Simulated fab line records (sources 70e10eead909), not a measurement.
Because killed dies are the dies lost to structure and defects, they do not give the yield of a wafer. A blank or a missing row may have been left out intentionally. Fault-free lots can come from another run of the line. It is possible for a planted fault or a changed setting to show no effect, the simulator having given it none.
Code-filled problem report in 8D (eight disciplines) form + flow nandHarc + the parts of the form that need people (team, actions taken, sign-off) are left out

## 1. WHAT WENT WRONG
At NHARC_A_ONON_D2_THK_MEAS_08, thkNm averages 1531 nm over 3 wafers from 3 lots, while fault-free wafers read 997 nm, standard deviation 9.4. That puts it +57 standard deviations away from the usual mean.
The step: measures by ellipsometry.
Seen first at day 19 06:40 on filmMetro-01, wafer L592.4. At this step, 42 wafers from 15 lots have a number in the record. Rule for "out" (also "out of limits"): further than 4 standard deviations from the usual mean. Any other wafer with a number is counted as sound.

## 2. WHAT THIS IS AND IS NOT
| question                    | is                         | is not                                                                                |
|-----------------------------|----------------------------|---------------------------------------------------------------------------------------|
| which readings at this step | thkNm                      | -                                                                                     |
| which lots                  | L592, L596, L597           | L578, L579, L580, L581, L583, L584, L586, L587, L589, L590, L599, L600                |
| which wafers of those lots  | L592.4, L596.4, L597.1     | L592.2, L596.3, L597.2                                                                |
| read on which gauges        | filmMetro-01, filmMetro-02 | -                                                                                     |
| when                        | from day 19 06:40          | up to then (31 sound wafers); but 8 sound wafers of L596, L597, L599, L600 came after |

## 3. SUSPECTS, AND WHAT RULES EACH OUT
Counting: if a tool at a process step up to the reading ran every lot that is out, it stays a suspect. Sound lots after the first of them don't rule it out here, since some wafers of a struck lot are sound.
- the gauge at NHARC_A_ONON_D2_THK_MEAS_08 has been ruled out. The wafers that are out were read on 2 gauges (filmMetro-01, filmMetro-02).
- pecvdOnon-03 at NHARC_A_ONON_D2_DEP_06 (target thk 1000 nm): kept. It ran every lot that is out, first L592 (day 19 06:13); its last sound lot up to then is L586 (day 16 05:02).
Left after counting: pecvdOnon-03 at NHARC_A_ONON_D2_DEP_06.

## 4. THE CAUSE (what the simulator had put in)
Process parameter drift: pecvdOnon-03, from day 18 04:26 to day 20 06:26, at NHARC_A_ONON_D2_DEP_06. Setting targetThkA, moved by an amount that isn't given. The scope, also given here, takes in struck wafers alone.
The count eliminated every tool but this one.

## 5. THE EFFECT CHAIN, in route order
Rows list readings where the struck wafers' mean (over those with a number) sits beyond 3 standard deviations from the usual. Readings are gone through only where the record gives a usual standard deviation; hours: the median, over the lots, of the time from a lot's start at the first step in this table giving one to that lot's start at this step; sigmas: the change measured in usual standard deviations.
| hours | step                        | reading | usual  | on struck wafers | change | sigmas |
|-------|-----------------------------|---------|--------|------------------|--------|--------|
| 0     | NHARC_A_ONON_D2_THK_MEAS_08 | thkNm   | 997 nm | 1531             | +534   | +57    |

## 6. HOW IT WOULD HAVE BEEN CAUGHT EARLIER
The first out-of-limits reading at a measuring or inspecting step in this record came at day 19 06:40, 26 hours after the fault's start at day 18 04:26.
Of the lots that are out (3), L596, L597 began NHARC_A_ONON_D2_DEP_06 on pecvdOnon-03 after day 19 06:40. A hold on the tool at that time would have spared those 2.
